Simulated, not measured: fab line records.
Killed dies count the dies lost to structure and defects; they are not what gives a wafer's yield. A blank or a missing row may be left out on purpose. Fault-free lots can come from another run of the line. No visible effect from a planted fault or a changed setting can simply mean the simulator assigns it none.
Chamber matching :: flow n5 finfet :: N5_BEOL_M2_PECVD_72 on pecvd-04: 3 sister chambers
The step deposits SiO2 from TEOS/O2, target thk 16 nm, time 18 s. 18 wafers are shown with their chamber, then 9 later ones without.

== WAFERS, EACH WITH ITS CHAMBER ==
wafer: L078.2
chamber: 0
showerhead plenum p Torr (Torr): 8.71
throttle valve pct (%): 22.5
heater power w (W): 617

wafer: L078.3
chamber: 2
showerhead plenum p Torr (Torr): 8.70
throttle valve pct (%): 22.9
heater power w (W): 661

wafer: L078.6
chamber: 2
showerhead plenum p Torr (Torr): 8.69
throttle valve pct (%): 23.1
heater power w (W): 665

wafer: L079.1
chamber: 0
showerhead plenum p Torr (Torr): 8.73
throttle valve pct (%): 22.9
heater power w (W): 681

wafer: L079.4
chamber: 2
showerhead plenum p Torr (Torr): 8.71
throttle valve pct (%): 23.0
heater power w (W): 643

wafer: L079.5
chamber: 1
showerhead plenum p Torr (Torr): 8.87
throttle valve pct (%): 22.1
heater power w (W): 548

wafer: L081.1
chamber: 1
showerhead plenum p Torr (Torr): 8.88
throttle valve pct (%): 22.6
heater power w (W): 628

wafer: L081.3
chamber: 0
showerhead plenum p Torr (Torr): 8.69
throttle valve pct (%): 22.7
heater power w (W): 658

wafer: L081.6
chamber: 0
showerhead plenum p Torr (Torr): 8.68
throttle valve pct (%): 22.8
heater power w (W): 658

wafer: L082.2
chamber: 1
showerhead plenum p Torr (Torr): 8.88
throttle valve pct (%): 22.4
heater power w (W): 600

wafer: L082.3
chamber: 0
showerhead plenum p Torr (Torr): 8.69
throttle valve pct (%): 22.9
heater power w (W): 669

wafer: L082.5
chamber: 1
showerhead plenum p Torr (Torr): 8.87
throttle valve pct (%): 22.1
heater power w (W): 589

wafer: L088.1
chamber: 2
showerhead plenum p Torr (Torr): 8.71
throttle valve pct (%): 23.2
heater power w (W): 627

wafer: L088.4
chamber: 0
showerhead plenum p Torr (Torr): 8.70
throttle valve pct (%): 23.0
heater power w (W): 716

wafer: L088.5
chamber: 1
showerhead plenum p Torr (Torr): 8.88
throttle valve pct (%): 22.3
heater power w (W): 529

wafer: L089.1
chamber: 0
showerhead plenum p Torr (Torr): 8.72
throttle valve pct (%): 22.8
heater power w (W): 594

wafer: L089.2
chamber: 1
showerhead plenum p Torr (Torr): 8.88
throttle valve pct (%): 22.3
heater power w (W): 648

wafer: L089.6
chamber: 2
showerhead plenum p Torr (Torr): 8.72
throttle valve pct (%): 23.5
heater power w (W): 643

SIGNATURES (averages over the wafers above)
reading: showerhead plenum p Torr
chamber 0: 8.7029
chamber 1: 8.8767
chamber 2: 8.7060
scatter within a chamber: 0.0132

reading: throttle valve pct
chamber 0: 22.800
chamber 1: 22.300
chamber 2: 23.140
scatter within a chamber: 0.192

reading: heater power w
chamber 0: 656.14
chamber 1: 590.33
chamber 2: 647.80
scatter within a chamber: 37.5
Rule: a wafer's distance from a chamber is the root of the sum, over the readings, of the square of ((its reading less the chamber's mean) divided by the reading's scatter). The wafer belongs to the nearest chamber; if the next one is less than 2 further off, it can't be placed. The scatter: the root of (the sum of the squares of (reading less its chamber's mean) over the shown wafers, divided by (wafers less chambers)).

== WAFERS WITH NO CHAMBER GIVEN ==
wafer: L090.3
showerhead plenum p Torr (Torr): 8.69
throttle valve pct (%): 23.0
heater power w (W): 658

wafer: L090.4
showerhead plenum p Torr (Torr): 8.86
throttle valve pct (%): 22.2
heater power w (W): 601

wafer: L090.5
showerhead plenum p Torr (Torr): 8.72
throttle valve pct (%): 23.4
heater power w (W): 622

wafer: L092.1
showerhead plenum p Torr (Torr): 8.70
throttle valve pct (%): 23.2
heater power w (W): 630

wafer: L092.2
showerhead plenum p Torr (Torr): 8.85
throttle valve pct (%): 22.3
heater power w (W): 588

wafer: L092.5
showerhead plenum p Torr (Torr): 8.70
throttle valve pct (%): 23.1
heater power w (W): 612

wafer: L095.1
showerhead plenum p Torr (Torr): 8.89
throttle valve pct (%): 22.0
heater power w (W): 631

wafer: L095.3
showerhead plenum p Torr (Torr): 8.70
throttle valve pct (%): 23.1
heater power w (W): 600

wafer: L095.6
showerhead plenum p Torr (Torr): 8.88
throttle valve pct (%): 22.1
heater power w (W): 628

== WHICH CHAMBER EACH WENT THROUGH ==
wafer: L090.3
from the rows above: can't be placed: 0 or 2
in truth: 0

wafer: L090.4
from the rows above: 1
in truth: 1

wafer: L090.5
from the rows above: can't be placed: 2 or 0
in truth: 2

wafer: L092.1
from the rows above: can't be placed: 2 or 0
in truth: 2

wafer: L092.2
from the rows above: 1
in truth: 1

wafer: L092.5
from the rows above: can't be placed: 2 or 0
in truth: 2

wafer: L095.1
from the rows above: 1
in truth: 1

wafer: L095.3
from the rows above: can't be placed: 2 or 0
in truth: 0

wafer: L095.6
from the rows above: 1
in truth: 1
Correct placement for 4 of the 9. From these rows, 5 cannot be placed; in 5 the true chamber is one of the candidates. Placed wrongly: 0.
